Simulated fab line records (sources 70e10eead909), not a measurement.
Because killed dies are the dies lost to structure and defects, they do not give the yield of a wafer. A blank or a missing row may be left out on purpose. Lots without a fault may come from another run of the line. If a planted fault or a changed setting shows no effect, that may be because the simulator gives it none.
Comparing a struck lot with a sound one | flow nand_harc | 29 out of 1302 route steps
Sound: wafers L537.1, L537.5, L537.6. Wafers L530.1, L530.2, L530.5 were the ones struck. Last of all comes the cause.
Order at every step that has rows: each side's tool, ch and its chambers, its first start. Under that, the readings that differ: sound wafers | struck wafers | difference of the means | sigmas: that difference in standard deviations of wafers without a fault.
alike: readings with means less than 2 such deviations apart, plus words and numbers identical on both sides. not compared: withheld readings, readings lacking a value on some wafer, bounds such as >300 that could conceal the same value, and numbers that have no deviation in the record and whose values overlap.
The two part at a step that has a row with sigmas, a row that says differs or no value, or rows on one side only. Numbers that have no deviation but don't overlap get no sigmas and don't part them. Lack of a reading on every wafer of one side parts them only where that side has two or more wafers.

first, 1 step without rows for these wafers: NHARC_A_CONTACT_ETCH_121 (etches the open film in C4F8/O2/Ar, time 190 s, target depth 1850 nm).
NHARC_A_CONTACT_ETCH_122: etches the open film in C4F8/O2/Ar, time 190 s, target depth 1850 nm.
  sound on har_cap_etch-01 ch 0,1, day 30 03:25; struck on har_cap_etch-01 ch 0,1, day 27 04:58
  not compared: rf_hours_counter_h
then, 1 step without rows for these wafers: NHARC_A_CONTACT_ETCH_123 (etches the open film in C4F8/O2/Ar, time 490 s, target depth 2110 nm).
NHARC_A_CONTACT_ETCH_90: etches the open film in CH3F/O2, target depth 40 nm, time 85.7 s.
  sound on rie_diel-10 ch 1,2,3, day 30 04:36; struck on rie_diel-04 ch 0,2,3, day 27 06:07
  alike: bias_w, drypump_motor_current_A, mfc_ar_sccm, oes_product_au, rf_vpp_V, showerhead_plenum_p_Torr, throttle_valve_pct
  not compared: rf_hours_counter_h
then, 1 step without rows for these wafers: NHARC_A_CONTACT_ETCH_96 (etches the open film in C4F6/O2, target depth 20 nm, time 10 s).
NHARC_A_CONTACT_CD_MEAS_53:
  sound on cd_sem-02 at day 30 04:47; struck on cd_sem-01 at day 27 06:20
  alike: cd_nm
then, 3 steps without rows for these wafers: NHARC_A_CONTACT_STRIP_99 (strips in N2/H2); NHARC_A_CONTACT_STRIP_100 (strips in CF4/CHF3); NHARC_A_CONTACT_STRIP_101 (strips in O2/COS).
NHARC_A_CONTACT_ETCH_102: etches the open film in CF4/O2, target depth 100 nm, overetch 10 nm, time 55 s.
  sound on rie_diel-10 ch 0,1, day 30 05:08; struck on rie_diel-10 ch 0,1,3, day 27 06:38
  reading    | sound              | struck               | difference | sigmas
  bias_w (W) | 99.73 100.10 99.80 | 100.47 100.77 100.38 | +0.66      | +2
  alike: drypump_motor_current_A, mfc_ar_sccm, oes_product_au, rf_vpp_V, showerhead_plenum_p_Torr, throttle_valve_pct
  not compared: rf_hours_counter_h
then, 2 steps without rows for these wafers: NHARC_A_CONTACT_STRIP_55 (strips in O2); NHARC_A_CONTACT_STRIP_56 (strips in post etch residue remover, time 600 s).
NHARC_A_CONTACT_DEP_57: deposits aC, target thk 5300 nm.
  sound on acl_dep-03 ch 0, day 30 05:50; struck on acl_dep-01 ch 0, day 27 08:31
  alike: throttle_valve_pct
NHARC_A_CONTACT_DEP_58: deposits SiON, target thk 90 nm.
  sound on pecvd-02 ch 0,1,2, day 30 09:07; struck on pecvd-02 ch 0,1,2, day 27 11:46
  alike: heater_power_w
  not compared: since_wet_clean_h
then, 10 steps without rows for these wafers: NHARC_A_CONTACT_DEHYDRATE_59 (time 120 s); NHARC_A_CONTACT_HMDS_60 (time 30 s); NHARC_A_CONTACT_COAT_61 (time 75 s); NHARC_A_CONTACT_COAT_62 (time 65 s); NHARC_A_CONTACT_COAT_63 (resist thk 90 nm); NHARC_A_CONTACT_SOFTBAKE_64 (time 55 s); NHARC_A_CONTACT_EBR_65; NHARC_A_CONTACT_EXPOSE_66 (exposes mask A CC 2); NHARC_A_CONTACT_PEB_67 (peb time 65 s); NHARC_A_CONTACT_DEVELOP_68 (develop time 35 s).
NHARC_A_CONTACT_CD_MEAS_69: the cd target is 300 nm.
  sound on cd_sem-01 ch 0, day 30 09:43; struck on cd_sem-02 ch 0, day 27 12:20
  alike: cd_nm
NHARC_A_CONTACT_OVL_MEAS_70:
  sound on overlay-01 at day 30 09:48; struck on overlay-02 at day 27 12:26
  alike: overlay_x_nm, overlay_y_nm
NHARC_A_CONTACT_INSPECT_71:
  sound on defect_inspect-02 at day 30 09:50; struck on defect_inspect-02 at day 27 12:28
  reading          | sound       | struck         | difference | sigmas
  raw_defect_count | 140 151 156 | 1291 1210 1188 | +1081      | +28
NHARC_A_CONTACT_DESCUM_74: chemistry O2, time 3 s.
  sound on rie_diel-10 ch 2,3, day 30 09:53; struck on rie_diel-10 ch 0,1,2, day 27 12:34
  alike: drypump_motor_current_A, mfc_ar_sccm, oes_product_au, rf_vpp_V, showerhead_plenum_p_Torr, throttle_valve_pct
  not compared: rf_hours_counter_h
-- break in the record here, with 3 days between the starts of the struck wafers on either side (left off in module A_CONTACT, picked up again in module END, where the first step shown is number 1302 on the route) --
NHARC_END_SORT_01:
  the record has rows for the struck wafers here (prober-01 ch 0, day 30 01:19) and none for the sound ones

== WHERE THEY PART ==
Earliest at NHARC_A_CONTACT_ETCH_102; latest, in this record, at NHARC_END_SORT_01.

WHY: what had been put in by the simulator
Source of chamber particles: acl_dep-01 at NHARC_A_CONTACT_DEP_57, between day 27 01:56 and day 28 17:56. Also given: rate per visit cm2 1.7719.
